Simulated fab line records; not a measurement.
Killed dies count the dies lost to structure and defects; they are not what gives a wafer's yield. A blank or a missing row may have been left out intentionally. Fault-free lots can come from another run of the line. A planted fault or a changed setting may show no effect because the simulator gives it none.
Which tool is to blame?	flow nand harc	24 lots, 72 wafers sampled, at 5 steps of a route of 1302

== WHAT THE GAUGES READ, wafer by wafer ==
NHARC_A_CHANNEL_HOLE_D2_CD_MEAS_18. Usual: cd nm 99.9 nm, standard deviation 1.4.
lot	measured	on	cd nm (nm)	flag
L075	day 13 05:35	cd sem-02	101.1 100.9 98.9	
L074	day 13 05:25	cd sem-03	102.2 101.8 100.6	
L076	day 13 18:10	cd sem-03	100.7 98.6 99.6	
L077	day 14 10:20	cd sem-01	99.9 97.9 99.0	
L078	day 14 23:07	cd sem-03	101.2 100.0 99.5	
L079	day 15 06:58	cd sem-02	98.3 96.5 96.7	
L080	day 15 21:49	cd sem-01	100.3 100.7 97.6	
L082	day 17 02:31	cd sem-01	97.2 97.8 98.0	
L081	day 17 00:32	cd sem-01	101.1 100.1 99.2	
L083	day 17 08:16	cd sem-03	99.3 100.5 100.4	
L084	day 17 09:07	cd sem-01	102.7 101.9 100.6	
L085	day 18 03:37	cd sem-03	101.6 102.3 100.4	
L086	day 18 05:50	cd sem-03	98.3 99.4 99.8	
L087	day 19 00:14	cd sem-03	99.4 99.8 99.4	
L088	day 19 07:30	cd sem-02	98.3 97.8 99.5	
L089	day 19 08:02	cd sem-03	102.0 97.9 100.7	
L090	day 20 07:43	cd sem-02	102.2 100.8 100.9	
L091	day 20 14:16	cd sem-01	100.1 98.9 97.5	
L092	day 20 19:01	cd sem-02	98.4 98.6 100.2	
L093	day 22 03:28	cd sem-01	99.1 101.1 100.8	
L094	day 22 04:49	cd sem-03	100.1 99.2 102.1	
L095	day 22 05:22	cd sem-03	99.7 99.9 99.9	
L096	day 23 03:55	cd sem-03	100.0 101.5 99.9	
L097	day 23 01:52	cd sem-03	100.2 98.7 100.5	

NHARC_A_CHANNEL_HOLE_D2_INSPECT_40. Usual: raw defect count 275, standard deviation 84.
lot	measured	on	raw defect count	flag
L075	day 13 13:32	defect inspect-02	286 282 280	
L074	day 13 15:22	defect inspect-02	395 323 202	
L076	day 14 04:08	defect inspect-01	161 267 324	
L077	day 14 16:16	defect inspect-01	218 270 292	
L078	day 15 10:28	defect inspect-02	330 285 285	
L079	day 15 14:14	defect inspect-01	225 205 331	
L080	day 16 04:55	defect inspect-01	195 431 230	
L082	day 17 17:20	defect inspect-01	289 236 295	
L081	day 17 09:00	defect inspect-02	161 152 144	
L083	day 17 21:22	defect inspect-02	237 251 189	
L084	day 17 21:52	defect inspect-01	289 208 225	
L085	day 18 17:35	defect inspect-02	235 228 199	
L086	day 18 18:19	defect inspect-02	306 188 246	
L087	day 19 06:10	defect inspect-01	309 323 369	
L088	day 19 13:16	defect inspect-01	401 254 376	
L089	day 19 16:14	defect inspect-01	356 379 250	
L090	day 20 13:29	defect inspect-02	304 246 233	
L091	day 20 20:03	defect inspect-02	268 259 310	
L092	day 21 00:48	defect inspect-02	531 326 561	
L093	day 22 11:43	defect inspect-02	401 543 468	
L094	day 22 15:11	defect inspect-02	234 249 230	
L095	day 22 15:45	defect inspect-01	184 257 188	
L096	day 23 09:44	defect inspect-02	122 159 136	
L097	day 23 07:38	defect inspect-01	287 242 317	

== WHICH TOOL RAN EACH LOT (tool, then ch and the chambers of the sampled wafers, then the start) ==
lot	NHARC_A_CHANNEL_HOLE_D1_ETCH_19	NHARC_A_CHANNEL_FILL_D1_ETCHBACK_08	NHARC_A_CHANNEL_FILL_D1_CMP_10
L075	har etch-02 ch 0,1, day 8 17:54	rie diel-11 ch 0,1,2, day 11 02:02 or earlier	cmp-04 ch 0,2,3, day 11 02:02
L074	har etch-01 ch 0,1, day 8 19:34	rie diel-08 ch 0,2,3, day 11 02:02 or earlier	cmp-01 ch 2,3, day 11 02:02
L076	har etch-01 ch 0, day 9 05:20	rie diel-05 ch 0,1,3, day 11 11:17 or earlier	cmp-01 ch 1,2,3, day 11 11:17
L077	har etch-02 ch 0,1, day 9 21:27	rie diel-08 ch 2,3, day 12 03:03 or earlier	cmp-04 ch 2,3, day 12 03:03
L078	har etch-01 ch 0,1, day 10 10:32	rie diel-05 ch 0,1,3, day 12 16:01 or earlier	cmp-04 ch 0,1,2, day 12 16:01
L079	har etch-02 ch 0,1, day 10 17:46	rie diel-05 ch 0,1,3, day 12 23:46 or earlier	cmp-04 ch 0,2, day 12 23:46
L080	har etch-02 ch 0,1, day 11 05:22	rie diel-11 ch 0,1,2, day 13 11:03 or earlier	cmp-02 ch 1,2,3, day 13 11:03
L082	har etch-02 ch 0,1, day 12 03:44	rie diel-11 ch 0,1,2, day 14 09:47 or earlier	cmp-04 ch 1,2,3, day 14 09:47
L081	har etch-01 ch 0,1, day 12 07:22	rie diel-08 ch 1,2,3, day 14 09:52 or earlier	cmp-02 ch 1,2,3, day 14 09:52
L083	har etch-01 ch 0,1, day 12 11:29	rie diel-08 ch 0,1,2, day 14 20:27 or earlier	cmp-01 ch 0,1,2, day 14 20:27
L084	har etch-02 ch 0,1, day 12 12:05	rie diel-11 ch 0,2, day 14 20:27 or earlier	cmp-04 ch 0,2, day 14 20:27
L085	har etch-01 ch 0,1, day 13 03:41	rie diel-08 ch 0,2,3, day 15 14:13 or earlier	cmp-01 ch 0,3, day 15 14:13
L086	har etch-01 ch 0,1, day 13 17:15	rie diel-08 ch 2,3, day 16 00:47 or earlier	cmp-04 ch 1,2,3, day 16 00:47
L087	har etch-01 ch 0,1, day 14 16:11	rie diel-05 ch 0,1,2, day 16 22:59 or earlier	cmp-04 ch 0,1,3, day 16 22:59
L088	har etch-02 ch 0, day 14 16:19	rie diel-05 ch 2,3, day 17 02:35 or earlier	cmp-02 ch 0,3, day 17 02:35
L089	har etch-01 ch 0,1, day 14 20:22	rie diel-05 ch 0,2,3, day 17 02:34 or earlier	cmp-04 ch 0,2,3, day 17 02:34
L090	har etch-02 ch 0,1, day 15 10:25	rie diel-11 ch 0,1,3, day 17 21:53 or earlier	cmp-01 ch 0,1,2, day 17 21:53
L091	har etch-02 ch 0,1, day 15 21:04	rie diel-08 ch 1,3, day 18 08:04 or earlier	cmp-02 ch 1,2,3, day 18 08:04
L092	har etch-02 ch 0, day 16 05:32	rie diel-08 ch 1,2,3, day 18 13:07 or earlier	cmp-04 ch 1,2,3, day 18 13:07
L093	har etch-01 ch 1, day 16 23:01	rie diel-08 ch 0,2,3, day 19 13:24 or earlier	cmp-04 ch 2,3, day 19 13:24
L094	har etch-01 ch 0,1, day 17 07:20	rie diel-11 ch 0,1,2, day 19 23:02 or earlier	cmp-01 ch 0,1,3, day 19 23:02
L095	har etch-02 ch 0,1, day 17 11:49	rie diel-05 ch 2,3, day 20 02:23 or earlier	cmp-04 ch 0,1, day 20 02:23
L096	har etch-02 ch 0,1, day 18 07:43	rie diel-08 ch 2,3, day 20 19:46 or earlier	cmp-01 ch 0,1,2, day 20 19:46
L097	har etch-01 ch 0,1, day 18 08:26	rie diel-11 ch 1,2, day 20 19:41 or earlier	cmp-02 ch 0,1,3, day 20 19:41
- NHARC_A_CHANNEL_HOLE_D1_ETCH_19: etches the open film in C4F8/O2/Ar, time 34.5 s.
- NHARC_A_CHANNEL_FILL_D1_ETCHBACK_08: etches the open film in C4F8, target depth 220 nm, time 110 s.
- NHARC_A_CHANNEL_FILL_D1_CMP_10: polishes, target thk 150 nm.

== WHAT THE TOOLS THEMSELVES READ (means of the sampled wafers that have a number; where no wafer has one, the mark that the record gives instead) ==
NHARC_A_CHANNEL_HOLE_D1_ETCH_19. Usual: chamber pressure mTorr 15.001 mTorr, standard deviation 0.012; drypump motor current A 6.1 A, standard deviation 0.42; mfc ar sccm 375.0 sccm, standard deviation 1.2; showerhead plenum p Torr 3.65 Torr, standard deviation 0.12; temp c -20.00 C, standard deviation 0.091; throttle valve pct 37.037 %, standard deviation 0.0091.
lot	tool	chamber pressure mTorr (mTorr)	drypump motor current A (A)	mfc ar sccm (sccm)	showerhead plenum p Torr (Torr)	temp c (C)	throttle valve pct (%)	flag
L075	har etch-02	14.988	6.2	375.9	3.67	-20.01	37.042	
L074	har etch-01	15.001	6.0	374.6	3.66	-20.00	37.033	
L076	har etch-01	14.993	6.1	375.0	3.60	-20.04	37.045	
L077	har etch-02	15.004	6.5	376.1	3.60	-20.00	37.032	
L078	har etch-01	14.995	6.0	375.8	3.65	-19.92	37.036	
L079	har etch-02	14.996	6.5	375.1	3.59	-19.93	37.044	
L080	har etch-02	15.020	6.2	373.8	3.65	-20.03	37.031	
L082	har etch-02	15.012	6.5	376.5	3.58	-20.07	37.043	
L081	har etch-01	15.004	5.8	375.3	3.69	-20.01	37.037	
L083	har etch-01	15.001	5.8	375.1	3.69	-20.03	37.038	
L084	har etch-02	15.000	6.2	375.7	3.64	-19.99	37.033	
L085	har etch-01	15.006	5.9	374.8	3.63	-20.03	37.038	
L086	har etch-01	15.007	5.8	375.0	3.68	-20.03	37.037	
L087	har etch-01	14.992	5.8	375.2	3.67	-20.02	37.034	
L088	har etch-02	14.998	6.8	376.5	3.49	-20.04	37.041	
L089	har etch-01	15.005	6.0	373.9	3.61	-19.98	37.033	
L090	har etch-02	15.005	6.3	374.5	3.63	-20.01	37.042	
L091	har etch-02	14.996	6.2	374.5	3.63	-20.05	37.038	
L092	har etch-02	14.998	6.8	374.0	3.48	-19.94	37.029	
L093	har etch-01	14.993	5.7	375.2	3.71	-19.95	37.042	
L094	har etch-01	15.006	6.0	375.3	3.59	-20.08	37.033	
L095	har etch-02	15.003	6.5	375.0	3.89	-19.94	37.034	
L096	har etch-02	15.005	6.2	375.4	3.78	-19.99	37.050	
L097	har etch-01	15.011	6.0	374.0	3.58	-20.13	37.047	

NHARC_A_CHANNEL_FILL_D1_ETCHBACK_08. Usual: chamber pressure mTorr 25.000 mTorr, standard deviation 0.023; oes product au 0.96 a.u., standard deviation 0.036; rf vpp V 440.6 V, standard deviation 2.4.
lot	tool	chamber pressure mTorr (mTorr)	oes product au (a.u.)	rf vpp V (V)	flag
L075	rie diel-11	24.975	0.92	440.2	
L074	rie diel-08	24.987	0.99	442.0	
L076	rie diel-05	24.995	1.00	439.9	
L077	rie diel-08	24.997	0.98	442.3	
L078	rie diel-05	24.998	0.92	441.1	
L079	rie diel-05	25.041	0.93	439.6	
L080	rie diel-11	25.005	0.94	440.2	
L082	rie diel-11	25.018	0.93	439.6	
L081	rie diel-08	25.006	0.92	440.4	
L083	rie diel-08	24.999	0.98	441.3	
L084	rie diel-11	25.003	0.93	440.1	
L085	rie diel-08	25.016	0.93	442.4	
L086	rie diel-08	24.959	0.92	441.7	
L087	rie diel-05	25.001	1.00	436.9	
L088	rie diel-05	25.011	0.92	439.3	
L089	rie diel-05	25.013	1.00	440.4	
L090	rie diel-11	25.000	0.92	441.2	
L091	rie diel-08	25.000	0.92	440.3	
L092	rie diel-08	25.007	1.00	441.9	
L093	rie diel-08	24.980	1.00	441.7	
L094	rie diel-11	24.989	0.99	440.6	
L095	rie diel-05	25.003	0.92	442.9	
L096	rie diel-08	25.002	1.00	441.3	
L097	rie diel-11	24.985	1.00	438.8	

NHARC_A_CHANNEL_FILL_D1_CMP_10. Usual: motor current A 12.0 A, standard deviation 1.5; time to endpoint s 15.2 s, standard deviation 2.1.
lot	tool	motor current A (A)	time to endpoint s (s)	flag
L075	cmp-04	11.3	16.1	
L074	cmp-01	11.6	12.1	
L076	cmp-01	11.4	14.8	
L077	cmp-04	12.0	14.3	
L078	cmp-04	12.5	15.2	
L079	cmp-04	11.5	14.4	
L080	cmp-02	13.2	17.9	
L082	cmp-04	11.9	16.3	
L081	cmp-02	13.2	17.1	
L083	cmp-01	11.8	15.7	
L084	cmp-04	11.9	14.2	
L085	cmp-01	12.7	13.8	
L086	cmp-04	12.0	15.7	
L087	cmp-04	10.9	17.6	
L088	cmp-02	12.5	15.2	
L089	cmp-04	11.4	16.6	
L090	cmp-01	11.8	14.3	
L091	cmp-02	13.5	13.6	
L092	cmp-04	11.8	14.8	
L093	cmp-04	10.7	16.0	
L094	cmp-01	12.8	14.7	
L095	cmp-04	11.9	16.7	
L096	cmp-01	11.8	12.4	
L097	cmp-02	12.4	15.2	

== THE ANSWER, worked out from the rows above alone ==
Rule: take the mean of a lot's wafers that have a number; if it is more than 3 standard deviations from the usual mean, the lot is off. A lot without any number at a reading at which 4 lots or more have one is off too. All remaining lots with rows at the step are treated as sound. Order of review: gauges by route order, followed by the tools' own readings, for which a lot's mean as printed above is used. The first step at which some lot is off is used, and at that step the reading that is off furthest; a lot without a number counts as furthest.
Across all readings shown, no lot is off: no conclusion can be drawn from this.

== WHAT THE SIMULATOR HAD INSERTED ==
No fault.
